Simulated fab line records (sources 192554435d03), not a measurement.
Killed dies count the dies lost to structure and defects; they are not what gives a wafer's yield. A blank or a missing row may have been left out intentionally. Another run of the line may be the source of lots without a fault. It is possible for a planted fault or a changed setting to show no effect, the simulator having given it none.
Which tool is to blame? || flow n5 finfet || Sampling: 24 lots, 72 wafers, 5 of 1938 route steps

== WHAT EACH GAUGE READ, for each wafer ==
N5_BEOL_M4_CD_MEAS_18: pitch 36 nm, target cd 18 nm.
{"lot": "L075", "measured": "day 7 13:30", "on": "cd sem-02", "cd nm (nm)": "17.69 18.34 18.67"}
{"lot": "L074", "measured": "day 7 14:56", "on": "cd sem-03", "cd nm (nm)": "18.49 18.10 18.40"}
{"lot": "L076", "measured": "day 7 19:52", "on": "cd sem-01", "cd nm (nm)": "18.15 18.29 17.92"}
{"lot": "L077", "measured": "day 8 05:15", "on": "cd sem-02", "cd nm (nm)": "18.06 18.11 18.33"}
{"lot": "L078", "measured": "day 8 09:23", "on": "cd sem-03", "cd nm (nm)": "18.07 17.96 17.93"}
{"lot": "L079", "measured": "day 8 17:16", "on": "cd sem-01", "cd nm (nm)": "17.92 18.23 18.12"}
{"lot": "L080", "measured": "day 8 21:50", "on": "cd sem-02", "cd nm (nm)": "17.92 18.55 18.27"}
{"lot": "L081", "measured": "day 9 12:09", "on": "cd sem-02", "cd nm (nm)": "17.97 18.03 17.92"}
{"lot": "L083", "measured": "day 9 12:52", "on": "cd sem-03", "cd nm (nm)": "17.96 18.28 17.74"}
{"lot": "L082", "measured": "day 9 14:58", "on": "cd sem-02", "cd nm (nm)": "17.78 18.00 17.97"}
{"lot": "L084", "measured": "day 9 17:00", "on": "cd sem-03", "cd nm (nm)": "17.93 17.60 17.75"}
{"lot": "L085", "measured": "day 10 08:45", "on": "cd sem-01", "cd nm (nm)": "17.85 18.29 18.39"}
{"lot": "L086", "measured": "day 10 15:10", "on": "cd sem-01", "cd nm (nm)": "17.92 17.84 18.49"}
{"lot": "L087", "measured": "day 10 17:35", "on": "cd sem-02", "cd nm (nm)": "18.07 18.13 18.68"}
{"lot": "L089", "measured": "day 11 04:52", "on": "cd sem-03", "cd nm (nm)": "18.23 18.10 18.00"}
{"lot": "L088", "measured": "day 11 04:58", "on": "cd sem-02", "cd nm (nm)": "17.80 18.33 18.15"}
{"lot": "L091", "measured": "day 11 16:16", "on": "cd sem-01", "cd nm (nm)": "17.50 18.35 17.70"}
{"lot": "L092", "measured": "day 11 21:52", "on": "cd sem-03", "cd nm (nm)": "18.12 18.14 18.22"}
{"lot": "L090", "measured": "day 11 23:08", "on": "cd sem-02", "cd nm (nm)": "17.35 17.79 17.84"}
{"lot": "L093", "measured": "day 12 21:44", "on": "cd sem-02", "cd nm (nm)": "18.16 17.71 17.87"}
{"lot": "L095", "measured": "day 13 01:14", "on": "cd sem-02", "cd nm (nm)": "17.74 18.09 17.90"}
{"lot": "L094", "measured": "day 13 01:31", "on": "cd sem-02", "cd nm (nm)": "18.17 17.91 18.04"}
{"lot": "L096", "measured": "day 13 01:38", "on": "cd sem-03", "cd nm (nm)": "17.85 17.72 17.30"}
{"lot": "L097", "measured": "day 13 02:49", "on": "cd sem-01", "cd nm (nm)": "17.91 18.08 18.18"}

== WHAT TOOL EACH LOT RAN ON (gives the tool, then ch and the chambers of the sampled wafers, and finally the start) ==
{"lot": "L075", "N5_BEOL_M3_ANNEAL_82": "pvd sputter-01, day 7 08:29", "N5_BEOL_M3_SPUTTER_88": "pvd sputter-01, day 7 08:50", "N5_BEOL_M4_ETCH_64": "rie diel-02 ch 0,2,3, day 7 13:09", "N5_BEOL_M4_STRIP_66": "rie diel-02 ch 0,2,3, day 7 13:17"}
{"lot": "L074", "N5_BEOL_M3_ANNEAL_82": "pvd sputter-02, day 7 10:43", "N5_BEOL_M3_SPUTTER_88": "pvd sputter-02, day 7 11:05", "N5_BEOL_M4_ETCH_64": "rie diel-06 ch 1,2, day 7 14:28", "N5_BEOL_M4_STRIP_66": "rie diel-06 ch 1,2, day 7 14:36"}
{"lot": "L076", "N5_BEOL_M3_ANNEAL_82": "pvd sputter-01, day 7 14:44", "N5_BEOL_M3_SPUTTER_88": "pvd sputter-01, day 7 15:05", "N5_BEOL_M4_ETCH_64": "rie diel-06 ch 0,2, day 7 19:30", "N5_BEOL_M4_STRIP_66": "rie diel-06 ch 0,2, day 7 19:38"}
{"lot": "L077", "N5_BEOL_M3_ANNEAL_82": "pvd sputter-03, day 8 01:23", "N5_BEOL_M3_SPUTTER_88": "pvd sputter-03, day 8 01:45", "N5_BEOL_M4_ETCH_64": "rie diel-04 ch 0,1,2, day 8 04:53", "N5_BEOL_M4_STRIP_66": "rie diel-04 ch 0,1,2, day 8 05:01"}
{"lot": "L078", "N5_BEOL_M3_ANNEAL_82": "pvd sputter-01, day 8 04:49", "N5_BEOL_M3_SPUTTER_88": "pvd sputter-01, day 8 05:10", "N5_BEOL_M4_ETCH_64": "rie diel-04 ch 1,2,3, day 8 09:02", "N5_BEOL_M4_STRIP_66": "rie diel-04 ch 1,2,3, day 8 09:10"}
{"lot": "L079", "N5_BEOL_M3_ANNEAL_82": "pvd sputter-01, day 8 12:37", "N5_BEOL_M3_SPUTTER_88": "pvd sputter-01, day 8 12:58", "N5_BEOL_M4_ETCH_64": "rie diel-02 ch 1,2,3, day 8 16:49", "N5_BEOL_M4_STRIP_66": "rie diel-02 ch 1,2,3, day 8 16:56"}
{"lot": "L080", "N5_BEOL_M3_ANNEAL_82": "pvd sputter-02, day 8 17:25", "N5_BEOL_M3_SPUTTER_88": "pvd sputter-02, day 8 17:47", "N5_BEOL_M4_ETCH_64": "rie diel-02 ch 0,1,3, day 8 21:24", "N5_BEOL_M4_STRIP_66": "rie diel-02 ch 0,1,3, day 8 21:32"}
{"lot": "L081", "N5_BEOL_M3_ANNEAL_82": "pvd sputter-03, day 9 06:02", "N5_BEOL_M3_SPUTTER_88": "pvd sputter-03, day 9 06:23", "N5_BEOL_M4_ETCH_64": "rie diel-06 ch 0,2,3, day 9 11:46", "N5_BEOL_M4_STRIP_66": "rie diel-06 ch 0,2,3, day 9 11:54"}
{"lot": "L083", "N5_BEOL_M3_ANNEAL_82": "pvd sputter-03, day 9 09:10", "N5_BEOL_M3_SPUTTER_88": "pvd sputter-03, day 9 09:32", "N5_BEOL_M4_ETCH_64": "rie diel-06 ch 0,1,3, day 9 12:31", "N5_BEOL_M4_STRIP_66": "rie diel-06 ch 0,1,3, day 9 12:38"}
{"lot": "L082", "N5_BEOL_M3_ANNEAL_82": "pvd sputter-01, day 9 09:16", "N5_BEOL_M3_SPUTTER_88": "pvd sputter-01, day 9 09:38", "N5_BEOL_M4_ETCH_64": "rie diel-06 ch 0,1,2, day 9 14:37", "N5_BEOL_M4_STRIP_66": "rie diel-06 ch 0,1,2, day 9 14:45"}
{"lot": "L084", "N5_BEOL_M3_ANNEAL_82": "pvd sputter-02, day 9 12:26", "N5_BEOL_M3_SPUTTER_88": "pvd sputter-02, day 9 12:48", "N5_BEOL_M4_ETCH_64": "rie diel-04 ch 0,1,3, day 9 16:34", "N5_BEOL_M4_STRIP_66": "rie diel-04 ch 0,1,3, day 9 16:41"}
{"lot": "L085", "N5_BEOL_M3_ANNEAL_82": "pvd sputter-03, day 10 04:46", "N5_BEOL_M3_SPUTTER_88": "pvd sputter-03, day 10 05:08", "N5_BEOL_M4_ETCH_64": "rie diel-06 ch 2,3, day 10 08:08", "N5_BEOL_M4_STRIP_66": "rie diel-06 ch 2,3, day 10 08:16"}
{"lot": "L086", "N5_BEOL_M3_ANNEAL_82": "pvd sputter-02, day 10 11:20", "N5_BEOL_M3_SPUTTER_88": "pvd sputter-02, day 10 11:41", "N5_BEOL_M4_ETCH_64": "rie diel-06 ch 2,3, day 10 14:38", "N5_BEOL_M4_STRIP_66": "rie diel-06 ch 2,3, day 10 14:46"}
{"lot": "L087", "N5_BEOL_M3_ANNEAL_82": "pvd sputter-01, day 10 11:59", "N5_BEOL_M3_SPUTTER_88": "pvd sputter-01, day 10 12:20", "N5_BEOL_M4_ETCH_64": "rie diel-06 ch 1,3, day 10 17:07", "N5_BEOL_M4_STRIP_66": "rie diel-06 ch 1,3, day 10 17:14"}
{"lot": "L089", "N5_BEOL_M3_ANNEAL_82": "pvd sputter-02, day 11 00:34", "N5_BEOL_M3_SPUTTER_88": "pvd sputter-02, day 11 00:55", "N5_BEOL_M4_ETCH_64": "rie diel-06 ch 1,2, day 11 04:18", "N5_BEOL_M4_STRIP_66": "rie diel-06 ch 1,2, day 11 04:26"}
{"lot": "L088", "N5_BEOL_M3_ANNEAL_82": "pvd sputter-03, day 11 00:37", "N5_BEOL_M3_SPUTTER_88": "pvd sputter-03, day 11 00:59", "N5_BEOL_M4_ETCH_64": "rie diel-04 ch 0,1,3, day 11 04:34", "N5_BEOL_M4_STRIP_66": "rie diel-04 ch 0,1,3, day 11 04:42"}
{"lot": "L091", "N5_BEOL_M3_ANNEAL_82": "pvd sputter-01, day 11 11:36", "N5_BEOL_M3_SPUTTER_88": "pvd sputter-01, day 11 11:58", "N5_BEOL_M4_ETCH_64": "rie diel-06 ch 0,1, day 11 15:46", "N5_BEOL_M4_STRIP_66": "rie diel-06 ch 0,1, day 11 15:55"}
{"lot": "L092", "N5_BEOL_M3_ANNEAL_82": "pvd sputter-02, day 11 18:21", "N5_BEOL_M3_SPUTTER_88": "pvd sputter-02, day 11 18:43", "N5_BEOL_M4_ETCH_64": "rie diel-02 ch 0,2, day 11 21:31", "N5_BEOL_M4_STRIP_66": "rie diel-02 ch 0,2, day 11 21:39"}
{"lot": "L090", "N5_BEOL_M3_ANNEAL_82": "pvd sputter-01, day 11 18:29", "N5_BEOL_M3_SPUTTER_88": "pvd sputter-01, day 11 18:51", "N5_BEOL_M4_ETCH_64": "rie diel-06 ch 0,1,2, day 11 22:46", "N5_BEOL_M4_STRIP_66": "rie diel-06 ch 0,1,2, day 11 22:54"}
{"lot": "L093", "N5_BEOL_M3_ANNEAL_82": "pvd sputter-03, day 12 18:02", "N5_BEOL_M3_SPUTTER_88": "pvd sputter-03, day 12 18:23", "N5_BEOL_M4_ETCH_64": "rie diel-06 ch 1,2, day 12 21:23", "N5_BEOL_M4_STRIP_66": "rie diel-06 ch 1,2, day 12 21:31"}
{"lot": "L095", "N5_BEOL_M3_ANNEAL_82": "pvd sputter-01, day 12 20:56", "N5_BEOL_M3_SPUTTER_88": "pvd sputter-01, day 12 21:18", "N5_BEOL_M4_ETCH_64": "rie diel-06 ch 0,1,3, day 13 00:53", "N5_BEOL_M4_STRIP_66": "rie diel-06 ch 0,1,3, day 13 01:01"}
{"lot": "L094", "N5_BEOL_M3_ANNEAL_82": "pvd sputter-03, day 12 21:07", "N5_BEOL_M3_SPUTTER_88": "pvd sputter-03, day 12 21:29", "N5_BEOL_M4_ETCH_64": "rie diel-04 ch 0,2,3, day 13 01:08", "N5_BEOL_M4_STRIP_66": "rie diel-04 ch 0,2,3, day 13 01:17"}
{"lot": "L096", "N5_BEOL_M3_ANNEAL_82": "pvd sputter-02, day 12 21:16", "N5_BEOL_M3_SPUTTER_88": "pvd sputter-02, day 12 21:37", "N5_BEOL_M4_ETCH_64": "rie diel-06 ch 1,2,3, day 13 01:17", "N5_BEOL_M4_STRIP_66": "rie diel-06 ch 1,2,3, day 13 01:25"}
{"lot": "L097", "N5_BEOL_M3_ANNEAL_82": "pvd sputter-01, day 12 22:47", "N5_BEOL_M3_SPUTTER_88": "pvd sputter-01, day 12 23:08", "N5_BEOL_M4_ETCH_64": "rie diel-06 ch 0,1, day 13 02:23", "N5_BEOL_M4_STRIP_66": "rie diel-06 ch 0,1, day 13 02:31"}
- N5_BEOL_M3_ANNEAL_82: time 240 s.
- N5_BEOL_M3_SPUTTER_88: material Cu, target thk 4.5 nm, time 8.29 s.
- N5_BEOL_M4_ETCH_64: etches SOC in N2/H2, target depth 75 nm, overetch 22.5 nm, time 121.9 s.
- N5_BEOL_M4_STRIP_66: strips in CF4.

== AS READ BY THE TOOLS THEMSELVES (means over the sampled wafers that have a number; for cases with no such wafer, the mark the record gives instead) ==
N5_BEOL_M3_ANNEAL_82.
{"lot": "L075", "tool": "pvd sputter-01", "heater power w (W)": 894}
{"lot": "L074", "tool": "pvd sputter-02", "heater power w (W)": 931}
{"lot": "L076", "tool": "pvd sputter-01", "heater power w (W)": 887}
{"lot": "L077", "tool": "pvd sputter-03", "heater power w (W)": 792}
{"lot": "L078", "tool": "pvd sputter-01", "heater power w (W)": 823}
{"lot": "L079", "tool": "pvd sputter-01", "heater power w (W)": 865}
{"lot": "L080", "tool": "pvd sputter-02", "heater power w (W)": 943}
{"lot": "L081", "tool": "pvd sputter-03", "heater power w (W)": 787}
{"lot": "L083", "tool": "pvd sputter-03", "heater power w (W)": 799}
{"lot": "L082", "tool": "pvd sputter-01", "heater power w (W)": 943}
{"lot": "L084", "tool": "pvd sputter-02", "heater power w (W)": 816}
{"lot": "L085", "tool": "pvd sputter-03", "heater power w (W)": 776}
{"lot": "L086", "tool": "pvd sputter-02", "heater power w (W)": 949}
{"lot": "L087", "tool": "pvd sputter-01", "heater power w (W)": 822}
{"lot": "L089", "tool": "pvd sputter-02", "heater power w (W)": 822}
{"lot": "L088", "tool": "pvd sputter-03", "heater power w (W)": 810}
{"lot": "L091", "tool": "pvd sputter-01", "heater power w (W)": 846}
{"lot": "L092", "tool": "pvd sputter-02", "heater power w (W)": 827}
{"lot": "L090", "tool": "pvd sputter-01", "heater power w (W)": 869}
{"lot": "L093", "tool": "pvd sputter-03", "heater power w (W)": 765}
{"lot": "L095", "tool": "pvd sputter-01", "heater power w (W)": 884}
{"lot": "L094", "tool": "pvd sputter-03", "heater power w (W)": 815}
{"lot": "L096", "tool": "pvd sputter-02", "heater power w (W)": 971}
{"lot": "L097", "tool": "pvd sputter-01", "heater power w (W)": 806}

N5_BEOL_M3_SPUTTER_88.
{"lot": "L075", "tool": "pvd sputter-01", "chuck sensor temp C (C)": -16.2, "throttle valve pct (%)": 30.0}
{"lot": "L074", "tool": "pvd sputter-02", "chuck sensor temp C (C)": -16.8, "throttle valve pct (%)": 30.1}
{"lot": "L076", "tool": "pvd sputter-01", "chuck sensor temp C (C)": -16.5, "throttle valve pct (%)": 29.8}
{"lot": "L077", "tool": "pvd sputter-03", "chuck sensor temp C (C)": -15.5, "throttle valve pct (%)": 30.1}
{"lot": "L078", "tool": "pvd sputter-01", "chuck sensor temp C (C)": -16.0, "throttle valve pct (%)": 30.4}
{"lot": "L079", "tool": "pvd sputter-01", "chuck sensor temp C (C)": -16.6, "throttle valve pct (%)": 30.2}
{"lot": "L080", "tool": "pvd sputter-02", "chuck sensor temp C (C)": -17.0, "throttle valve pct (%)": 30.1}
{"lot": "L081", "tool": "pvd sputter-03", "chuck sensor temp C (C)": -15.5, "throttle valve pct (%)": 30.2}
{"lot": "L083", "tool": "pvd sputter-03", "chuck sensor temp C (C)": -15.6, "throttle valve pct (%)": 30.2}
{"lot": "L082", "tool": "pvd sputter-01", "chuck sensor temp C (C)": -16.7, "throttle valve pct (%)": 29.6}
{"lot": "L084", "tool": "pvd sputter-02", "chuck sensor temp C (C)": -17.0, "throttle valve pct (%)": 29.9}
{"lot": "L085", "tool": "pvd sputter-03", "chuck sensor temp C (C)": -15.9, "throttle valve pct (%)": 30.0}
{"lot": "L086", "tool": "pvd sputter-02", "chuck sensor temp C (C)": -16.1, "throttle valve pct (%)": 30.5}
{"lot": "L087", "tool": "pvd sputter-01", "chuck sensor temp C (C)": -16.0, "throttle valve pct (%)": 30.3}
{"lot": "L089", "tool": "pvd sputter-02", "chuck sensor temp C (C)": -17.1, "throttle valve pct (%)": 29.8}
{"lot": "L088", "tool": "pvd sputter-03", "chuck sensor temp C (C)": -15.6, "throttle valve pct (%)": 30.1}
{"lot": "L091", "tool": "pvd sputter-01", "chuck sensor temp C (C)": -16.3, "throttle valve pct (%)": 30.2}
{"lot": "L092", "tool": "pvd sputter-02", "chuck sensor temp C (C)": -17.1, "throttle valve pct (%)": 29.9}
{"lot": "L090", "tool": "pvd sputter-01", "chuck sensor temp C (C)": -16.6, "throttle valve pct (%)": 30.1}
{"lot": "L093", "tool": "pvd sputter-03", "chuck sensor temp C (C)": -15.9, "throttle valve pct (%)": 30.1}
{"lot": "L095", "tool": "pvd sputter-01", "chuck sensor temp C (C)": -16.6, "throttle valve pct (%)": 30.0}
{"lot": "L094", "tool": "pvd sputter-03", "chuck sensor temp C (C)": -15.7, "throttle valve pct (%)": 29.9}
{"lot": "L096", "tool": "pvd sputter-02", "chuck sensor temp C (C)": -16.3, "throttle valve pct (%)": 30.5}
{"lot": "L097", "tool": "pvd sputter-01", "chuck sensor temp C (C)": -16.2, "throttle valve pct (%)": 30.6}

N5_BEOL_M4_ETCH_64.
{"lot": "L075", "tool": "rie diel-02", "drypump motor current A (A)": 5.3, "oes product au (a.u.)": 0.60, "rf vpp V (V)": 524.7, "showerhead plenum p Torr (Torr)": 2.56, "throttle valve pct (%)": 17.90}
{"lot": "L074", "tool": "rie diel-06", "drypump motor current A (A)": 5.5, "oes product au (a.u.)": 0.69, "rf vpp V (V)": 524.0, "showerhead plenum p Torr (Torr)": 2.56, "throttle valve pct (%)": 17.72}
{"lot": "L076", "tool": "rie diel-06", "drypump motor current A (A)": 5.9, "oes product au (a.u.)": 0.59, "rf vpp V (V)": 522.9, "showerhead plenum p Torr (Torr)": 2.51, "throttle valve pct (%)": 17.80}
{"lot": "L077", "tool": "rie diel-04", "drypump motor current A (A)": 5.7, "oes product au (a.u.)": 0.62, "rf vpp V (V)": 524.6, "showerhead plenum p Torr (Torr)": 2.56, "throttle valve pct (%)": 17.59}
{"lot": "L078", "tool": "rie diel-04", "drypump motor current A (A)": 5.4, "oes product au (a.u.)": 0.61, "rf vpp V (V)": 524.1, "showerhead plenum p Torr (Torr)": 2.55, "throttle valve pct (%)": 17.79}
{"lot": "L079", "tool": "rie diel-02", "drypump motor current A (A)": 5.9, "oes product au (a.u.)": 0.66, "rf vpp V (V)": 524.4, "showerhead plenum p Torr (Torr)": 2.58, "throttle valve pct (%)": 17.77}
{"lot": "L080", "tool": "rie diel-02", "drypump motor current A (A)": 5.9, "oes product au (a.u.)": 0.69, "rf vpp V (V)": 526.0, "showerhead plenum p Torr (Torr)": 2.63, "throttle valve pct (%)": 17.63}
{"lot": "L081", "tool": "rie diel-06", "drypump motor current A (A)": 5.6, "oes product au (a.u.)": 0.57, "rf vpp V (V)": 522.4, "showerhead plenum p Torr (Torr)": 2.51, "throttle valve pct (%)": 17.91}
{"lot": "L083", "tool": "rie diel-06", "drypump motor current A (A)": 5.4, "oes product au (a.u.)": 0.58, "rf vpp V (V)": 524.4, "showerhead plenum p Torr (Torr)": 2.55, "throttle valve pct (%)": 17.90}
{"lot": "L082", "tool": "rie diel-06", "drypump motor current A (A)": 5.7, "oes product au (a.u.)": 0.61, "rf vpp V (V)": 523.9, "showerhead plenum p Torr (Torr)": 2.53, "throttle valve pct (%)": 17.79}
{"lot": "L084", "tool": "rie diel-04", "drypump motor current A (A)": 5.8, "oes product au (a.u.)": 0.58, "rf vpp V (V)": 524.3, "showerhead plenum p Torr (Torr)": 2.55, "throttle valve pct (%)": 17.72}
{"lot": "L085", "tool": "rie diel-06", "drypump motor current A (A)": 5.4, "oes product au (a.u.)": 0.57, "rf vpp V (V)": 523.0, "showerhead plenum p Torr (Torr)": 2.50, "throttle valve pct (%)": 18.01}
{"lot": "L086", "tool": "rie diel-06", "drypump motor current A (A)": 5.7, "oes product au (a.u.)": 0.59, "rf vpp V (V)": 522.1, "showerhead plenum p Torr (Torr)": 2.48, "throttle valve pct (%)": 17.89}
{"lot": "L087", "tool": "rie diel-06", "drypump motor current A (A)": 5.2, "oes product au (a.u.)": 0.62, "rf vpp V (V)": 524.0, "showerhead plenum p Torr (Torr)": 2.57, "throttle valve pct (%)": 17.87}
{"lot": "L089", "tool": "rie diel-06", "drypump motor current A (A)": 5.6, "oes product au (a.u.)": 0.64, "rf vpp V (V)": 524.7, "showerhead plenum p Torr (Torr)": 2.55, "throttle valve pct (%)": 17.76}
{"lot": "L088", "tool": "rie diel-04", "drypump motor current A (A)": 5.8, "oes product au (a.u.)": 0.57, "rf vpp V (V)": 523.7, "showerhead plenum p Torr (Torr)": 2.54, "throttle valve pct (%)": 17.76}
{"lot": "L091", "tool": "rie diel-06", "drypump motor current A (A)": 5.5, "oes product au (a.u.)": 0.61, "rf vpp V (V)": 524.2, "showerhead plenum p Torr (Torr)": 2.56, "throttle valve pct (%)": 17.81}
{"lot": "L092", "tool": "rie diel-02", "drypump motor current A (A)": 5.0, "oes product au (a.u.)": 0.65, "rf vpp V (V)": 526.7, "showerhead plenum p Torr (Torr)": 2.66, "throttle valve pct (%)": 17.80}
{"lot": "L090", "tool": "rie diel-06", "drypump motor current A (A)": 5.7, "oes product au (a.u.)": 0.59, "rf vpp V (V)": 523.3, "showerhead plenum p Torr (Torr)": 2.52, "throttle valve pct (%)": 17.83}
{"lot": "L093", "tool": "rie diel-06", "drypump motor current A (A)": 5.8, "oes product au (a.u.)": 0.62, "rf vpp V (V)": 523.0, "showerhead plenum p Torr (Torr)": 2.51, "throttle valve pct (%)": 17.81}
{"lot": "L095", "tool": "rie diel-06", "drypump motor current A (A)": 5.3, "oes product au (a.u.)": 0.63, "rf vpp V (V)": 523.6, "showerhead plenum p Torr (Torr)": 2.53, "throttle valve pct (%)": 17.80}
{"lot": "L094", "tool": "rie diel-04", "drypump motor current A (A)": 5.7, "oes product au (a.u.)": 0.60, "rf vpp V (V)": 524.0, "showerhead plenum p Torr (Torr)": 2.55, "throttle valve pct (%)": 17.62}
{"lot": "L096", "tool": "rie diel-06", "drypump motor current A (A)": 5.5, "oes product au (a.u.)": 0.66, "rf vpp V (V)": 524.0, "showerhead plenum p Torr (Torr)": 2.52, "throttle valve pct (%)": 17.77}
{"lot": "L097", "tool": "rie diel-06", "drypump motor current A (A)": 5.5, "oes product au (a.u.)": 0.60, "rf vpp V (V)": 524.7, "showerhead plenum p Torr (Torr)": 2.56, "throttle valve pct (%)": 17.82}

N5_BEOL_M4_STRIP_66.
{"lot": "L075", "tool": "rie diel-02", "drypump motor current A (A)": 5.3, "oes product au (a.u.)": 0.78, "rf vpp V (V)": 271.3, "showerhead plenum p Torr (Torr)": 1.80, "throttle valve pct (%)": 13.63}
{"lot": "L074", "tool": "rie diel-06", "drypump motor current A (A)": 5.6, "oes product au (a.u.)": 0.89, "rf vpp V (V)": 271.2, "showerhead plenum p Torr (Torr)": 1.80, "throttle valve pct (%)": 13.42}
{"lot": "L076", "tool": "rie diel-06", "drypump motor current A (A)": 5.9, "oes product au (a.u.)": 0.76, "rf vpp V (V)": 271.5, "showerhead plenum p Torr (Torr)": 1.77, "throttle valve pct (%)": 13.55}
{"lot": "L077", "tool": "rie diel-04", "drypump motor current A (A)": 5.6, "oes product au (a.u.)": 0.81, "rf vpp V (V)": 271.3, "showerhead plenum p Torr (Torr)": 1.80, "throttle valve pct (%)": 13.35}
{"lot": "L078", "tool": "rie diel-04", "drypump motor current A (A)": 5.4, "oes product au (a.u.)": 0.79, "rf vpp V (V)": 271.8, "showerhead plenum p Torr (Torr)": 1.80, "throttle valve pct (%)": 13.50}
{"lot": "L079", "tool": "rie diel-02", "drypump motor current A (A)": 5.8, "oes product au (a.u.)": 0.85, "rf vpp V (V)": 270.8, "showerhead plenum p Torr (Torr)": 1.82, "throttle valve pct (%)": 13.45}
{"lot": "L080", "tool": "rie diel-02", "drypump motor current A (A)": 5.9, "oes product au (a.u.)": 0.90, "rf vpp V (V)": 272.9, "showerhead plenum p Torr (Torr)": 1.85, "throttle valve pct (%)": 13.33}
{"lot": "L081", "tool": "rie diel-06", "drypump motor current A (A)": 5.6, "oes product au (a.u.)": 0.74, "rf vpp V (V)": 270.6, "showerhead plenum p Torr (Torr)": 1.76, "throttle valve pct (%)": 13.65}
{"lot": "L083", "tool": "rie diel-06", "drypump motor current A (A)": 5.4, "oes product au (a.u.)": 0.76, "rf vpp V (V)": 271.6, "showerhead plenum p Torr (Torr)": 1.79, "throttle valve pct (%)": 13.65}
{"lot": "L082", "tool": "rie diel-06", "drypump motor current A (A)": 5.7, "oes product au (a.u.)": 0.81, "rf vpp V (V)": 271.3, "showerhead plenum p Torr (Torr)": 1.78, "throttle valve pct (%)": 13.52}
{"lot": "L084", "tool": "rie diel-04", "drypump motor current A (A)": 5.7, "oes product au (a.u.)": 0.76, "rf vpp V (V)": 270.7, "showerhead plenum p Torr (Torr)": 1.80, "throttle valve pct (%)": 13.47}
{"lot": "L085", "tool": "rie diel-06", "drypump motor current A (A)": 5.4, "oes product au (a.u.)": 0.74, "rf vpp V (V)": 270.1, "showerhead plenum p Torr (Torr)": 1.76, "throttle valve pct (%)": 13.73}
{"lot": "L086", "tool": "rie diel-06", "drypump motor current A (A)": 5.7, "oes product au (a.u.)": 0.78, "rf vpp V (V)": 269.9, "showerhead plenum p Torr (Torr)": 1.75, "throttle valve pct (%)": 13.59}
{"lot": "L087", "tool": "rie diel-06", "drypump motor current A (A)": 5.2, "oes product au (a.u.)": 0.81, "rf vpp V (V)": 271.0, "showerhead plenum p Torr (Torr)": 1.80, "throttle valve pct (%)": 13.61}
{"lot": "L089", "tool": "rie diel-06", "drypump motor current A (A)": 5.6, "oes product au (a.u.)": 0.84, "rf vpp V (V)": 271.7, "showerhead plenum p Torr (Torr)": 1.79, "throttle valve pct (%)": 13.48}
{"lot": "L088", "tool": "rie diel-04", "drypump motor current A (A)": 5.7, "oes product au (a.u.)": 0.75, "rf vpp V (V)": 270.8, "showerhead plenum p Torr (Torr)": 1.79, "throttle valve pct (%)": 13.51}
{"lot": "L091", "tool": "rie diel-06", "drypump motor current A (A)": 5.5, "oes product au (a.u.)": 0.79, "rf vpp V (V)": 271.2, "showerhead plenum p Torr (Torr)": 1.80, "throttle valve pct (%)": 13.57}
{"lot": "L092", "tool": "rie diel-02", "drypump motor current A (A)": 5.0, "oes product au (a.u.)": 0.85, "rf vpp V (V)": 273.1, "showerhead plenum p Torr (Torr)": 1.87, "throttle valve pct (%)": 13.52}
{"lot": "L090", "tool": "rie diel-06", "drypump motor current A (A)": 5.7, "oes product au (a.u.)": 0.78, "rf vpp V (V)": 271.2, "showerhead plenum p Torr (Torr)": 1.78, "throttle valve pct (%)": 13.58}
{"lot": "L093", "tool": "rie diel-06", "drypump motor current A (A)": 5.8, "oes product au (a.u.)": 0.81, "rf vpp V (V)": 270.7, "showerhead plenum p Torr (Torr)": 1.76, "throttle valve pct (%)": 13.50}
{"lot": "L095", "tool": "rie diel-06", "drypump motor current A (A)": 5.4, "oes product au (a.u.)": 0.82, "rf vpp V (V)": 270.9, "showerhead plenum p Torr (Torr)": 1.78, "throttle valve pct (%)": 13.53}
{"lot": "L094", "tool": "rie diel-04", "drypump motor current A (A)": 5.6, "oes product au (a.u.)": 0.78, "rf vpp V (V)": 271.7, "showerhead plenum p Torr (Torr)": 1.80, "throttle valve pct (%)": 13.40}
{"lot": "L096", "tool": "rie diel-06", "drypump motor current A (A)": 5.5, "oes product au (a.u.)": 0.86, "rf vpp V (V)": 270.7, "showerhead plenum p Torr (Torr)": 1.77, "throttle valve pct (%)": 13.45}
{"lot": "L097", "tool": "rie diel-06", "drypump motor current A (A)": 5.5, "oes product au (a.u.)": 0.78, "rf vpp V (V)": 271.3, "showerhead plenum p Torr (Torr)": 1.80, "throttle valve pct (%)": 13.60}

== THE ANSWER, worked out from the rows above alone ==
Rule: usual is defined by the lots themselves. The widest of any qualifying gaps counts: lots, ordered by their means at a reading, are off when they make up no more than a third of the lots, leave a main group of 4 or more, and stand apart from it by 3 or more times the standard deviation of that group's means. The tables above print the reading to a certain number of digits; a main group whose means all agree to those digits is not used. Also off: a lot with no number at a reading for which 4 or more lots have one. The other lots that the step has rows for count as sound. After the gauges, taken in route order, come the tools' own readings; for these a lot's mean is taken, as printed above. The first step at which some lot is off is used, and at that step the reading that is off furthest; a lot without a number counts as furthest.
Nothing can be told from this: no lot is off at any reading shown.

== WHAT THE SIMULATOR PUT IN ==
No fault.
